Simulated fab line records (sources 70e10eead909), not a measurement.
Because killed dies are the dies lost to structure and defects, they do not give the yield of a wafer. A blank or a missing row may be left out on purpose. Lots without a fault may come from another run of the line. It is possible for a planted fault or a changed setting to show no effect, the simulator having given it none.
Struck lot and sound lot, side by side :: flow nand_harc :: 15 steps out of a route of 1302
Sound: wafers L735.2, L735.4, L735.6. Struck: wafers L746.1, L746.6 (left out: L746.2, a lot-mate that was not struck); the cause follows at the end.
Per side, at each step with rows, come the tool, then ch with its chambers, and then its first start. Under that, the readings that differ: sound wafers :: struck wafers :: difference of the means :: sigmas: that difference in standard deviations of wafers without a fault.
alike: words and numbers the same on both sides, and readings whose means are apart by under 2 such deviations; not compared: readings that were withheld, readings missing a value for some wafer, numbers with overlapping values and no deviation given by the record, and bounds like >300 which may hide the same value.
A row with sigmas, a row that says differs or no value, or rows on one side alone: a step with any of these is where the two part. When numbers do not overlap yet have no deviation, they are printed without sigmas and do not part them. A reading missing from all wafers of one side parts the sides only when that side holds two or more wafers.

first, 1 step without rows for these wafers: NHARC_A_ONON_D1_DEP_06 (target thk 1000 nm).
NHARC_A_ONON_D1_THK_MEAS_08: measures by ellipsometry.
  sound on film_metro-01, day 9 06:35; struck on film_metro-01, day 14 03:32
  alike: thk_nm
next comes 1 step that has no rows for these wafers: NHARC_A_ONON_D1_DEP_09 (target thickness 1000 nm).
NHARC_A_ONON_D1_THK_MEAS_11: measures by ellipsometry.
  sound on film_metro-02, day 9 07:10; struck on film_metro-01, day 14 04:06
  alike: thk_nm
next comes 1 step that has no rows for these wafers: NHARC_A_ONON_D1_DEP_12 (target thickness 1000 nm).
NHARC_A_ONON_D1_THK_MEAS_14: measures by ellipsometry.
  sound on film_metro-01, day 9 07:44; struck on film_metro-01, day 14 04:40
  alike: thk_nm
then, 2 steps without rows for these wafers: NHARC_A_ONON_D1_ANNEAL_15 (time 3600 s); NHARC_A_ONON_D1_DEP_16 (target thk 1000 nm).
NHARC_A_ONON_D1_THK_MEAS_18: measures by ellipsometry.
  sound on film_metro-01, day 9 15:31; struck on film_metro-02, day 14 12:55
reading: thk_nm (nm)
sound: 976 975 975
struck: 1004 1005
difference: +29
sigmas: +3
next comes 1 step that has no rows for these wafers: NHARC_A_ONON_D1_DEP_19 (target thickness 1000 nm).
NHARC_A_ONON_D1_THK_MEAS_21: measures by ellipsometry.
  sound on film_metro-02, day 9 16:06; struck on film_metro-02, day 14 13:37
  alike: thk_nm
NHARC_A_ONON_D1_DEP_22: target thk 1000 nm.
  sound on pecvd_onon-04 ch 0, day 9 16:13; struck on pecvd_onon-03 ch 0, day 14 13:40
NHARC_A_ONON_D1_THK_MEAS_24: measures by ellipsometry.
  sound on film_metro-02, day 9 16:40; struck on film_metro-01, day 14 14:10
reading: thk_nm (nm)
sound: 987 988 988
struck: 456 453
difference: -533
sigmas: -53
next comes 1 step that has no rows for these wafers: NHARC_A_ONON_D1_DEP_25 (target thickness 1000 nm).
-- record jumps: 16 days between struck wafers' starts before vs after; left off in module A_ONON_D1, resumes in module END, first step shown is number 1302 of the route --
NHARC_END_SORT_01:
  here the record holds rows for the struck wafers (prober-01 ch 0, day 30 17:50) but none for the sound ones

WHERE THEY PART
At NHARC_A_ONON_D1_THK_MEAS_18 first; at NHARC_END_SORT_01 last (within this record only).

WHY: what the simulator had put in
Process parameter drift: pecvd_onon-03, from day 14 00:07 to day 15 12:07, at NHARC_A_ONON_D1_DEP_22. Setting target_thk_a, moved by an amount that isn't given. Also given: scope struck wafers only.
